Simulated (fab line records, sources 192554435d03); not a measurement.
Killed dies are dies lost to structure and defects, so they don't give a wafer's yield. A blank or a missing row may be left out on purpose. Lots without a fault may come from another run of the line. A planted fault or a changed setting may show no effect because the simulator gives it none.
Chamber matching | flow n5_finfet | N5_BEOL_M10_PECVD_70 on pecvd-01: 3 sister chambers
The step deposits SiO2 from TEOS/O2, target thk 20 nm, time 22.7 s. 3 wafers are shown with their chamber, then 8 later ones without.

WAFERS WITH THEIR CHAMBER
wafer  | chamber | showerhead_plenum_p_Torr (Torr)
L564.2 | 1       | 8.73
L566.4 | 2       | 8.74
L568.2 | 0       | 8.87

WAFERS WITHOUT THEIR CHAMBER
wafer  | showerhead_plenum_p_Torr (Torr)
L568.3 | 8.77
L568.6 | 8.88
L573.1 | 8.73
L573.4 | 8.74
L573.5 | 8.87
L576.1 | 8.73
L576.2 | 8.87
L576.4 | 8.76

WHICH CHAMBER EACH WENT THROUGH
wafer  | from the rows above     | in truth
L568.3 | can't be placed: 2 or 1 | 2
L568.6 | 0                       | 0
L573.1 | can't be placed: 1 or 2 | 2
L573.4 | can't be placed: 2 or 1 | 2
L573.5 | 0                       | 0
L576.1 | can't be placed: 1 or 2 | 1
L576.2 | 0                       | 0
L576.4 | can't be placed: 2 or 1 | 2
Placed correctly: 3 of 8. Can't be placed from these rows: 5 (the true chamber is among the candidates in 5). Placed wrongly: 0.
How it was worked out, from the rows above alone: a wafer's distance from a chamber is the root of the sum, over the readings, of the square of ((its reading less the chamber's mean) divided by the reading's scatter). The wafer belongs to the nearest chamber; if the next one is less than 2 further off, it can't be placed. A chamber's mean is the mean of its shown wafers. The scatter: with one shown wafer a chamber, the root of the mean of the squares of how far each hidden wafer lies from its nearest shown one.
